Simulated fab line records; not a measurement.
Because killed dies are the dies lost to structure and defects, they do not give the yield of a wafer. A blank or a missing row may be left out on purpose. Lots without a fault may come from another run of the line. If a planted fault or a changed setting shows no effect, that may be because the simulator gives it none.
fab line records | flow nand-harc
record lots=6 wafers=18 last-day=32
route steps=1302 shown P_ZERO_WELL@14
lots that met no fault: taken from a fault-free run of the same line
start-h: hours from the record's opening day to when the first of the lot's shown wafers began | wait-h: how many hours have passed since the lot's step before this one | " unchanged from the row above | L1.1+2: one row covering several wafers at once | - no value present, or no start provided | * or withheld: withheld | < > ~ a bound
route shown NAME@n: a module of which the file shows steps, and the number in the route of the first | usual: average and standard deviation across the fault-free wafers | same: alike in all rows | chamber/n: place in a boat | sites: readings site by site | _std_site: the values' standard deviation | _edge_site: inner sites' mean taken away from outer sites' mean | radius-mm: how far each site lies from the wafer's centre | mask NAME#n: copy n | behind: the most recent tool/chamber to have shaped the wafer | hold: what put the lot on hold/how long, in hours/how the hold closed | device: names the non-switching transistor (n, p or np) | end of line: at the end of the route, the tests of the same wafers | a step without rows: its recipe alone | killed: not the wafer's yield, but the dies lost to structure and defects at the first sort | map: dies across one wafer; x = killed, . = not, _ = none there
set.NAME: setting as actually run; set.NAME@STEP: the setting as run at that earlier step | model.NAME: the simulator's own value behind a step, which no gauge read
lots at selected steps of the route; one table per step, one row per wafer
services: when a tool's chamber went out of use (start-h, in hours from the record's first day, below 0 if earlier), for how many hours, and the reason
## steps
# step NHARC_P_ZERO_WELL_CD_MEAS_11
# recipe target-cd-nm=500 landing-energy-ev=500
# usual cd-nm=500.8/2
# columns lot.wafer tool chamber start-h wait-h cd-nm
L383.1 cd-sem-01 0 21.13 - 500.8
L383.2 " 0 " " 500.1
L383.5 " 0 " " 501.7
L394.2 cd-sem-01 0 131.25 - 501.5
L394.5 " 0 " " 497.1
L394.6 " 0 " " 499.2
L395.1 cd-sem-02 0 141.25 - 502.1
L395.3 " 0 " " 500.6
L395.4 " 0 " " 500.9
L399.2 cd-sem-01 0 181.27 - 500.6
L399.4 " 0 " " 502.9
L399.6 " 0 " " 502.3
L403.1 cd-sem-03 0 221.24 - 500.4
L403.5 " 0 " " 502.8
L403.6 " 0 " " 502.1
L404.2 cd-sem-01 0 231.34 - 504.4
L404.3 " 0 " " 501.8
L404.5 " 0 " " 504.2
# step NHARC_P_ZERO_WELL_HARDBAKE_12
# recipe temp-c=118 time-s=65
# step NHARC_P_ZERO_WELL_DESCUM_13
# recipe time-s=3 o2-flow-sccm=200 ar-flow-sccm=0 bias-power-w=0 chemistry=O2
# usual drypump-motor-current-A=5.6/0.39 oes-product-au=0.995/0.009 rf-vpp-V=57.8/0.93 showerhead-plenum-p-Torr=1.90/0.074 throttle-valve-pct=11.311/0.009
# same bias-power-w=0
# columns lot.wafer tool chamber start-h wait-h drypump-motor-current-A oes-product-au rf-hours-counter-h rf-vpp-V showerhead-plenum-p-Torr throttle-valve-pct
L383.2 rie-diel-03 3 21.28 - 5.9 0.982 28 56.4 1.84 11.342
L383.1 " 0 " " 5.9 0.995 25 57.8 1.88 11.319
L383.5 " 3 " " 5.9 0.986 - 55.6 1.84 11.312
L394.2 rie-diel-11 0 131.42 - 6.1 0.990 13 57.6 1.79 11.324
L394.5 " 1 " " 5.5 0.999 - 58.6 2.05 11.302
L394.6 " 2 " " 6.1 0.963 - 58.3 1.91 11.317
L395.3 rie-diel-03 0 141.41 - 5.9 1.006 7 57.8 1.87 11.303
L395.4 " 1 " " 5.1 0.992 8 56.3 1.85 11.297
L395.1 " 3 " " 5.9 0.977 8 57.0 1.83 11.306
L399.2 rie-diel-11 0 181.46 - 6.1 0.988 34 56.8 1.79 11.301
L399.4 " 1 " " 5.5 1.003 34 57.7 2.05 11.299
L399.6 " 2 " " 6.1 0.986 - 56.9 1.90 11.303
L403.1 rie-diel-13 0 221.41 - 5.3 1.006 20 57.7 1.94 11.303
L403.5 " 3 " " 5.5 0.998 - 56.0 1.94 11.308
L403.6 " 0 " " 5.3 1.005 - 57.3 1.94 11.312
L404.3 rie-diel-11 2 231.50 - 6.1 0.984 46 58.1 1.90 11.310
L404.2 " 0 " " 6.1 1.001 53 57.0 1.78 11.306
L404.5 " 3 " " 5.1 0.995 - 57.9 1.85 11.310
# step NHARC_P_ZERO_WELL_ETCH_65
# recipe target-depth-a=800 overetch-a=240 time-s=87.88 ion-energy-ev=200 n2-flow-sccm=150 h2-flow-sccm=150 ar-flow-sccm=0 rf-w=400 bias-w=150 chemistry=N2/H2
# usual drypump-motor-current-A=5.7/0.38 oes-product-au=0.994/0.0093 rf-vpp-V=430.4/2.5 showerhead-plenum-p-Torr=2.03/0.086 throttle-valve-pct=14.172/0.009
# columns lot.wafer tool chamber start-h wait-h drypump-motor-current-A oes-product-au rf-hours-counter-h rf-vpp-V showerhead-plenum-p-Torr throttle-valve-pct
L383.2 rie-diel-03 2 21.42 0.1 5.9 0.992 26 433.2 2.13 14.176
L383.1 " 3 " " 5.9 0.987 28 428.2 1.96 14.175
L383.5 " 1 " " 5.1 0.999 - 427.7 1.99 14.172
L394.2 rie-diel-11 2 131.50 0.1 6.1 0.982 11 430.5 2.04 14.181
L394.6 " 0 " " 6.1 0.995 - 426.9 1.91 14.179
L394.5 " 1 " " 5.5 0.992 - 434.6 2.19 14.180
L395.4 rie-diel-03 3 141.49 0.1 5.9 0.969 8 428.7 1.94 14.165
L395.1 " 0 " " 5.9 1.008 7 429.9 1.99 14.182
L395.3 " 1 " " 5.1 0.985 8 427.9 1.97 14.177
L399.2 rie-diel-11 2 181.53 0.1 6.1 0.988 28 430.5 2.03 14.176
L399.4 " 3 " " 5.1 0.998 27 429.1 1.97 14.170
L399.6 " 2 " " 6.1 0.993 - 429.7 2.03 14.186
L403.1 rie-diel-13 3 221.51 0.1 5.5 1.001 23 433.0 2.07 14.162
L403.6 " 0 " " 5.3 0.995 - 430.7 2.07 14.169
L403.5 " 1 " " 5.9 0.998 - 428.6 2.00 14.154
L404.2 rie-diel-11 0 231.59 0.1 6.1 1.004 53 427.2 1.89 14.182
L404.3 " 1 " " 5.5 0.998 45 435.4 2.18 14.166
L404.5 " 0 " " 6.2 1.001 - 426.8 1.89 14.177
# step NHARC_P_ZERO_WELL_ETCH_62
# recipe target-depth-a=130 time-s=6.5 chf3-flow-sccm=50 ar-flow-sccm=200 rf-w=500 bias-w=200 chemistry=CHF3/Ar
# usual drypump-motor-current-A=5.6/0.38 oes-product-au=0.954/0.018 rf-vpp-V=370.5/2 showerhead-plenum-p-Torr=2.33/0.087 throttle-valve-pct=20.216/0.0087
# columns lot.wafer tool chamber start-h wait-h drypump-motor-current-A oes-product-au rf-hours-counter-h rf-vpp-V showerhead-plenum-p-Torr throttle-valve-pct
L383.1 rie-diel-03 3 - - 5.9 0.939 28 368.3 2.26 20.226
L383.2 " 0 " " 5.9 0.953 26 368.5 2.30 20.219
L383.5 " 3 " " 5.9 0.935 - 369.1 2.26 20.220
L394.2 rie-diel-11 2 - - 6.1 0.922 11 372.0 2.34 20.212
L394.5 " 1 " " 5.5 0.934 - 375.2 2.51 20.208
L394.6 " 2 " " 6.1 0.927 - 371.3 2.34 20.218
L395.3 rie-diel-03 0 - - 5.9 0.966 7 368.3 2.29 20.215
L395.1 " 2 " " 5.8 0.985 8 372.3 2.43 20.221
L395.4 " 3 " " 5.9 0.956 8 368.6 2.24 20.222
L399.2 rie-diel-11 0 - - 6.2 0.974 34 365.9 2.19 20.212
L399.4 " 2 " " 6.1 0.953 28 369.9 2.33 20.202
L399.6 " 0 " " 6.1 0.977 - 366.6 2.19 20.219
L403.1 rie-diel-13 1 - - 5.9 0.973 19 370.6 2.31 20.221
L403.6 " 3 " " 5.5 0.966 - 370.8 2.38 20.213
L403.5 " 0 " " 5.3 0.955 - 371.4 2.38 20.224
L404.2 rie-diel-11 2 - - 6.1 0.939 46 368.9 2.33 20.223
L404.3 " 1 " " 5.5 0.974 45 374.1 2.49 20.206
L404.5 " 3 " " 5.2 0.959 - 368.4 2.26 20.220
# step NHARC_P_ZERO_WELL_ETCH_63
# recipe target-depth-a=1200 time-s=40.1 hbr-flow-sccm=150 cl2-flow-sccm=50 rf-w=400 icp-w=400 bias-w=100 chemistry=HBr/Cl2
# usual drypump-motor-current-A=5.6/0.42 hbr-flow-sccm=150.0/0.47 oes-product-au=0.999/0.011 throttle-valve-pct=26.407/0.0089
# columns lot.wafer tool chamber start-h wait-h drypump-motor-current-A hbr-flow-sccm oes-product-au rf-hours-counter-h throttle-valve-pct
L383.2 rie-si-05 1 22.31 - 5.7 149.5 1.009 0.4 26.416
L383.1 " 2 " " 5.5 149.6 1.024 0.4 26.396
L383.5 " 1 " " 5.7 149.6 1.019 - 26.401
L394.2 rie-si-04 1 131.66 - 5.9 149.7 0.994 1.0 26.415
L394.5 " 1 " " 5.9 149.9 0.986 - 26.403
L394.6 " 2 " " 5.4 150.1 0.994 - 26.419
L395.1 rie-si-05 3 141.66 - 5.6 150.0 1.008 0.0 26.416
L395.3 " 0 " " 5.4 150.0 1.001 0.0 26.384
L395.4 " 1 " " 5.7 150.1 1.015 0.0 26.392
L399.2 rie-si-01 3 181.71 - 5.0 150.5 1.010 1.2 26.409
L399.4 " 1 " " 6.7 150.3 0.989 1.1 26.419
L399.6 " 3 " " 5.0 149.6 1.013 - 26.405
L403.1 rie-si-04 1 221.67 - 5.9 150.2 1.001 0.2 26.401
L403.6 " 0 " " 5.1 150.8 1.006 - 26.415
L403.5 " 1 " " 5.9 149.9 0.999 - 26.411
L404.3 rie-si-01 0 231.78 - 5.8 150.0 1.012 0.1 26.413
L404.2 " 2 " " 5.8 150.4 0.992 0.2 26.404
L404.5 " 0 " " 5.8 149.7 1.025 - 26.409
# step NHARC_P_ZERO_WELL_STRIP_15
# recipe time-s=900 temp-c=130 chemistry=SPM
# step NHARC_P_ZERO_WELL_DEHYDRATE_16
# recipe temp-c=150 time-s=120
# step NHARC_P_ZERO_WELL_HMDS_17
# recipe time-s=30
# step NHARC_P_ZERO_WELL_COAT_18
# recipe spin-rpm=withheld
# step NHARC_P_ZERO_WELL_SOFTBAKE_19
# recipe temp-c=122 time-s=95
# step NHARC_P_ZERO_WELL_EBR_20
# step NHARC_P_ZERO_WELL_EXPOSE_21
# recipe na=0.6 target-cd-nm=720 dose-mj=22.31 mask-id=P_NWELL
# usual exposure-dose-mJ-cm2=22.311/0.022
# columns lot.wafer tool chamber start-h wait-h mask exposure-dose-mJ-cm2
L383.1 krf-scanner-04 0 23.07 - P_NWELL#0 22.300
L383.2 " 0 " " P_NWELL#0 22.333
L383.5 " 0 " " P_NWELL#0 22.321
L394.2 krf-scanner-02 0 132.31 - P_NWELL#0 22.281
L394.5 " 0 " " P_NWELL#0 22.315
L394.6 " 0 " " P_NWELL#0 22.296
L395.1 krf-scanner-02 0 142.32 - P_NWELL#0 22.705
L395.3 " 0 " " P_NWELL#0 22.688
L395.4 " 0 " " P_NWELL#0 22.660
L399.2 krf-scanner-01 0 182.47 - P_NWELL#0 22.367
L399.4 " 0 " " P_NWELL#0 22.344
L399.6 " 0 " " P_NWELL#0 22.317
L403.1 krf-scanner-02 0 222.48 - P_NWELL#0 22.735
L403.5 " 0 " " P_NWELL#0 22.680
L403.6 " 0 " " P_NWELL#0 22.683
L404.2 krf-scanner-01 0 232.58 - P_NWELL#0 22.296
L404.3 " 0 " " P_NWELL#0 22.325
L404.5 " 0 " " P_NWELL#0 22.300
# step NHARC_P_ZERO_WELL_PEB_22
# recipe peb-temp-c=118 peb-time-s=85
## services
# columns tool chamber start-h hours kind
rie-diel-13 2 4.21 23.3 repair
rie-si-04 0 6.63 4.6 repair
krf-scanner-01 - 10.64 2.4 repair
rie-si-05 2 10.70 4.1 repair
rie-si-01 - 16.00 9.0 pm
rie-diel-03 1 38.90 2.5 repair
krf-scanner-02 - 63.47 0.2 repair
krf-scanner-02 - 64.73 0.5 repair
rie-diel-13 - 79.83 2.3 repair
rie-diel-11 - 80.04 9.0 pm
rie-diel-03 2 88.46 4.8 repair
krf-scanner-02 - 94.00 4.0 pm
rie-diel-03 - 104.38 9.0 pm
rie-diel-03 0 119.51 4.2 repair
rie-diel-11 - 143.45 1.7 repair
rie-diel-11 - 164.37 0.3 repair
rie-diel-03 2 166.22 3.8 repair
rie-diel-13 - 166.85 9.0 pm
rie-diel-03 - 176.25 0.3 repair
rie-diel-11 1 184.70 14.5 repair
krf-scanner-02 - 187.31 1.5 repair
rie-diel-03 - 194.11 12.6 repair
rie-diel-11 2 222.94 2.6 repair
rie-diel-13 - 228.64 1.2 repair
## key
first-sign step=NHARC_P_ZERO_WELL_EXPOSE_21 reading=exposure-dose-mJ-cm2 direction=up sigmas=17 usual=22.311 struck=22.692
effect none on later readings
met-at NHARC_P_ZERO_WELL_EXPOSE_21
struck-wafers L395.1,L395.3,L395.4,L403.1,L403.5,L403.6
tester-left-out L395,L403
onset-between 132.31 142.32
fault kind=process-parameter-drift tool=krf-scanner-02 chamber=- onset-h=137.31 steps=NHARC_P_ZERO_WELL_EXPOSE_21 channel=dose-mj offset=0.3722 shape=step acts-in=these-recipes-only stated=22.31
# tester-left-out: of these lots the tester's yield and bins aren't shown, on N5 and GAA mostly nor the transistor test; their killed dies are dies lost to structure and defects alone, not to doping, threshold or leakage, so they don't give the yield
